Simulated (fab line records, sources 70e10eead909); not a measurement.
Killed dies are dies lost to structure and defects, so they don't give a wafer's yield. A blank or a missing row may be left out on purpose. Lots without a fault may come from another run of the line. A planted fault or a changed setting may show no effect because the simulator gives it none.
Which tool did it? | flow nand_harc | 12 lots, 34 wafers sampled, at 6 steps of a route of 1159

WHAT THE GAUGES READ, wafer by wafer
NHARC_END_SORT_01. Usual: killed_at_array 25, standard deviation 9.7; killed_at_other 0.7, standard deviation 0.87; killed_at_periphery 3.3, standard deviation 2.3; killed_dies 29, standard deviation 11; killed_open 3.6, standard deviation 2.1; killed_short 2.3, standard deviation 1.7.
lot  | measured     | on        | killed_at_array | killed_at_other | killed_at_periphery | killed_dies | killed_open | killed_short | flag
L957 | day 25 06:53 | prober-01 | 104             | 0               | 2                   | 106         | 2           | 1            | OFF

WHICH TOOL RAN EACH LOT (tool, then ch and the chambers of the sampled wafers, then the start)
lot  | NHARC_A_STAIRCASE_TRIM_235         | NHARC_A_STAIRCASE_DEP_417       | NHARC_A_STAIRCASE_STRIP_446          | NHARC_A_SGD_CUT_DEP_00          | NHARC_A_SGD_CUT_ETCH_58
L939 | rie_diel-09 ch 0,2,3, day 11 02:35 | pecvd-02 ch 0,2, day 11 18:17   | plasma_asher-02 ch 0,1, day 13 07:35 | pecvd-02 ch 0,1, day 13 10:27   | rie_diel-12 ch 0,2,3, day 13 11:25
L940 | rie_diel-03 ch 0,1,3, day 11 23:06 | pecvd-02 ch 0,1, day 12 15:53   | plasma_asher-01 ch 0,1, day 14 05:37 | pecvd-04 ch 0,1,2, day 14 08:21 | rie_diel-06 ch 2,3, day 14 09:19
L943 | rie_diel-09 ch 0,1,2, day 12 08:30 | pecvd-02 ch 0,1,2, day 13 02:45 | plasma_asher-02 ch 0,1, day 14 18:46 | pecvd-04 ch 0,1,2, day 14 21:34 | rie_diel-06 ch 0,1,2, day 14 22:29
L942 | rie_diel-03 ch 0,1,3, day 12 09:37 | pecvd-01 ch 0,2, day 13 02:58   | plasma_asher-01 ch 0,1, day 14 16:57 | pecvd-02 ch 0,2, day 14 19:58   | rie_diel-12 ch 0,1,2, day 14 20:58
L945 | rie_diel-03 ch 0,1,3, day 12 12:41 | pecvd-04 ch 0,1, day 13 05:46   | plasma_asher-01 ch 0,1, day 14 17:11 | pecvd-04 ch 0,1, day 14 20:11   | rie_diel-05 ch 0,1,2, day 14 21:11
L944 | rie_diel-09 ch 0,1,2, day 12 13:13 | pecvd-02 ch 0,2, day 13 06:28   | plasma_asher-02 ch 0,1, day 14 17:01 | pecvd-02 ch 0,2, day 14 20:10   | rie_diel-06 ch 2,3, day 14 21:00
L947 | rie_diel-03 ch 0,2,3, day 13 05:46 | pecvd-04 ch 0,1, day 14 01:37   | plasma_asher-01 ch 1, day 15 16:47   | pecvd-03 ch 0,2, day 15 19:31   | rie_diel-06 ch 0,1, day 15 20:28
L946 | rie_diel-03 ch 0,1,2, day 13 08:01 | pecvd-01 ch 0,1,2, day 14 07:38 | plasma_asher-01 ch 0,1, day 16 04:55 | pecvd-02 ch 0,1, day 16 07:37   | rie_diel-05 ch 0,1,2, day 16 08:28
L948 | rie_diel-03 ch 0,3, day 14 00:11   | pecvd-02 ch 0,1,2, day 14 16:29 | plasma_asher-01 ch 0,1, day 16 04:47 | pecvd-04 ch 0,1,2, day 16 07:27 | rie_diel-12 ch 0,2,3, day 16 08:14
L949 | rie_diel-02 ch 0,1, day 14 10:00   | pecvd-01 ch 0,1,2, day 15 02:11 | plasma_asher-02 ch 0,1, day 16 22:58 | pecvd-03 ch 1,2, day 17 01:37   | rie_diel-05 ch 0,1,3, day 17 02:29
L950 | rie_diel-03 ch 0,1,2, day 14 10:41 | pecvd-01 ch 0,1,2, day 15 03:43 | plasma_asher-01 ch 0,1, day 16 23:06 | pecvd-02 ch 0,1,2, day 17 01:51 | rie_diel-06 ch 1,2,3, day 17 02:50
L957 | rie_diel-03 ch 3, day 15 18:05     | pecvd-01 ch 0, day 16 15:38     | plasma_asher-01 ch 0, day 18 07:03   | pecvd-04 ch 2, day 18 13:53     | rie_diel-05 ch 1, day 18 19:14
- NHARC_A_STAIRCASE_TRIM_235: chemistry O2, time 211.2 s.
- NHARC_A_STAIRCASE_DEP_417: deposits Si3N4, target thk 60 nm.
- NHARC_A_STAIRCASE_STRIP_446: strips in O2.
- NHARC_A_SGD_CUT_DEP_00: deposits SiNx, target thk 50 nm.
- NHARC_A_SGD_CUT_ETCH_58: etches the open film in CF4, target depth 39 nm, time 65 s.

WHAT THE TOOLS THEMSELVES READ (means of the sampled wafers that have a number; where no wafer has one, the mark that the record gives instead)
NHARC_A_STAIRCASE_TRIM_235. Usual: drypump_motor_current_A 5.6 A, standard deviation 0.34; mfc_ar_sccm 0.016 sccm, standard deviation 0.017; oes_product_au 1.003 a.u., standard deviation 0.011; rf_vpp_V 57.7 V, standard deviation 0.93; showerhead_plenum_p_Torr 3.50 Torr, standard deviation 0.19; throttle_valve_pct 17.036 %, standard deviation 0.0084.
lot  | tool        | drypump_motor_current_A (A) | mfc_ar_sccm (sccm) | oes_product_au (a.u.) | rf_vpp_V (V) | showerhead_plenum_p_Torr (Torr) | throttle_valve_pct (%) | flag
L939 | rie_diel-09 | 5.8                         | 0.011              | 1.018                 | 57.9         | 3.57                            | 17.027                 |
L940 | rie_diel-03 | 5.7                         | 0.021              | 1.011                 | 57.0         | 3.35                            | 17.045                 |
L943 | rie_diel-09 | 5.4                         | 0.025              | 0.991                 | 57.7         | 3.54                            | 17.033                 |
L942 | rie_diel-03 | 5.7                         | 0.021              | 1.005                 | 57.0         | 3.34                            | 17.032                 |
L945 | rie_diel-03 | 5.7                         | 0.021              | 1.010                 | 57.3         | 3.34                            | 17.040                 |
L944 | rie_diel-09 | 5.5                         | 0.025              | 1.000                 | 57.6         | 3.54                            | 17.045                 |
L947 | rie_diel-03 | 5.6                         | 0.014              | 1.012                 | 57.7         | 3.50                            | 17.032                 |
L946 | rie_diel-03 | 5.4                         | 0.021              | 1.005                 | 57.7         | 3.49                            | 17.038                 |
L948 | rie_diel-03 | 5.6                         | 0.028              | 1.011                 | 57.5         | 3.37                            | 17.030                 |
L949 | rie_diel-02 | 5.7                         | 0.022              | 1.000                 | 57.8         | 3.54                            | 17.024                 |
L950 | rie_diel-03 | 5.4                         | 0.021              | 1.009                 | 57.4         | 3.49                            | 17.041                 |
L957 | rie_diel-03 | 6.2                         | 0.000              | 0.999                 | 56.8         | 3.31                            | 17.033                 |

NHARC_A_STAIRCASE_DEP_417. Usual: heater_power_w 707 W, standard deviation 120.
lot  | tool     | heater_power_w (W) | flag
L939 | pecvd-02 | 776                |
L940 | pecvd-02 | 729                |
L943 | pecvd-02 | 737                |
L942 | pecvd-01 | 618                |
L945 | pecvd-04 | 688                |
L944 | pecvd-02 | 716                |
L947 | pecvd-04 | 665                |
L946 | pecvd-01 | 659                |
L948 | pecvd-02 | 768                |
L949 | pecvd-01 | 663                |
L950 | pecvd-01 | 693                |
L957 | pecvd-01 | 517                |

NHARC_A_STAIRCASE_STRIP_446. Usual: drypump_motor_current_A 6.1 A, standard deviation 0.47; heater_power_w 337 W, standard deviation 33.
lot  | tool            | drypump_motor_current_A (A) | heater_power_w (W) | flag
L939 | plasma_asher-02 | 5.4                         | 302                |
L940 | plasma_asher-01 | 6.4                         | 335                |
L943 | plasma_asher-02 | 5.7                         | 331                |
L942 | plasma_asher-01 | 6.4                         | 357                |
L945 | plasma_asher-01 | 6.4                         | 338                |
L944 | plasma_asher-02 | 5.5                         | 308                |
L947 | plasma_asher-01 | 6.3                         | 322                |
L946 | plasma_asher-01 | 6.4                         | 337                |
L948 | plasma_asher-01 | 6.4                         | 339                |
L949 | plasma_asher-02 | 5.7                         | 337                |
L950 | plasma_asher-01 | 6.4                         | 354                |
L957 | plasma_asher-01 | 6.5                         | 363                |

NHARC_A_SGD_CUT_DEP_00. Usual: heater_power_w 683 W, standard deviation 99.
lot  | tool     | heater_power_w (W) | flag
L939 | pecvd-02 | 664                |
L940 | pecvd-04 | 642                |
L943 | pecvd-04 | 691                |
L942 | pecvd-02 | 825                |
L945 | pecvd-04 | 703                |
L944 | pecvd-02 | 675                |
L947 | pecvd-03 | 656                |
L946 | pecvd-02 | 678                |
L948 | pecvd-04 | 608                |
L949 | pecvd-03 | 650                |
L950 | pecvd-02 | 744                |
L957 | pecvd-04 | 596                |

NHARC_A_SGD_CUT_ETCH_58. Usual: drypump_motor_current_A 5.5 A, standard deviation 0.53; mfc_ar_sccm 0.008 sccm, standard deviation 0.013; oes_product_au 1.001 a.u., standard deviation 0.012; rf_vpp_V 151.2 V, standard deviation 1.3; showerhead_plenum_p_Torr 1.76 Torr, standard deviation 0.076; throttle_valve_pct 13.284 %, standard deviation 0.0097.
lot  | tool        | drypump_motor_current_A (A) | mfc_ar_sccm (sccm) | oes_product_au (a.u.) | rf_vpp_V (V) | showerhead_plenum_p_Torr (Torr) | throttle_valve_pct (%) | flag
L939 | rie_diel-12 | 5.5                         | 0.024              | 0.987                 | 151.0        | 1.78                            | 13.295                 |
L940 | rie_diel-06 | 5.8                         | 0.000              | 1.001                 | 151.4        | 1.77                            | 13.281                 |
L943 | rie_diel-06 | 5.6                         | 0.007              | 1.007                 | 150.4        | 1.73                            | 13.272                 |
L942 | rie_diel-12 | 5.2                         | 0.031              | 1.003                 | 150.7        | 1.74                            | 13.284                 |
L945 | rie_diel-05 | 5.7                         | 0.004              | 0.999                 | 152.4        | 1.81                            | 13.282                 |
L944 | rie_diel-06 | 6.0                         | 0.000              | 1.003                 | 151.8        | 1.81                            | 13.279                 |
L947 | rie_diel-06 | 5.0                         | 0.007              | 1.014                 | 149.9        | 1.67                            | 13.282                 |
L946 | rie_diel-05 | 5.7                         | 0.004              | 1.005                 | 151.6        | 1.81                            | 13.292                 |
L948 | rie_diel-12 | 5.5                         | 0.024              | 1.002                 | 151.4        | 1.78                            | 13.295                 |
L949 | rie_diel-05 | 5.7                         | 0.000              | 1.001                 | 151.6        | 1.78                            | 13.284                 |
L950 | rie_diel-06 | 5.8                         | 0.007              | 1.005                 | 151.4        | 1.76                            | 13.287                 |
L957 | rie_diel-05 | 6.6                         | 0.000              | 0.995                 | 152.5        | 1.76                            | 13.285                 |

THE ANSWER, worked out from the rows above alone
Rule: a lot is off if the mean of its wafers that have a number lies more than 3 standard deviations from the usual mean. A lot without any number at a reading at which 4 lots or more have one is off too. The other lots that the step has rows for count as sound. The gauges are gone through in route order, then the tools' own readings, and for those a lot's mean is taken as printed above. The first step at which some lot is off is used, and at that step the reading that is off furthest; a lot without a number counts as furthest.
Off: L957, at NHARC_END_SORT_01 (killed_at_array). Neither off nor sound, because the step has no rows for them: L939, L940, L943, L942, L945, L944, L947, L946, L948, L949, L950.
A tool fits if, at a process step before that reading, it ran every lot that is off, and no sound lot after the first of them. The gauges at NHARC_END_SORT_01 are tried like those tools. Can't be told from this: 6 tools fit, rie_diel-03 at NHARC_A_STAIRCASE_TRIM_235, pecvd-01 at NHARC_A_STAIRCASE_DEP_417, plasma_asher-01 at NHARC_A_STAIRCASE_STRIP_446, pecvd-04 at NHARC_A_SGD_CUT_DEP_00, rie_diel-05 at NHARC_A_SGD_CUT_ETCH_58, prober-01 at NHARC_END_SORT_01.

WHAT THE SIMULATOR HAD PUT IN
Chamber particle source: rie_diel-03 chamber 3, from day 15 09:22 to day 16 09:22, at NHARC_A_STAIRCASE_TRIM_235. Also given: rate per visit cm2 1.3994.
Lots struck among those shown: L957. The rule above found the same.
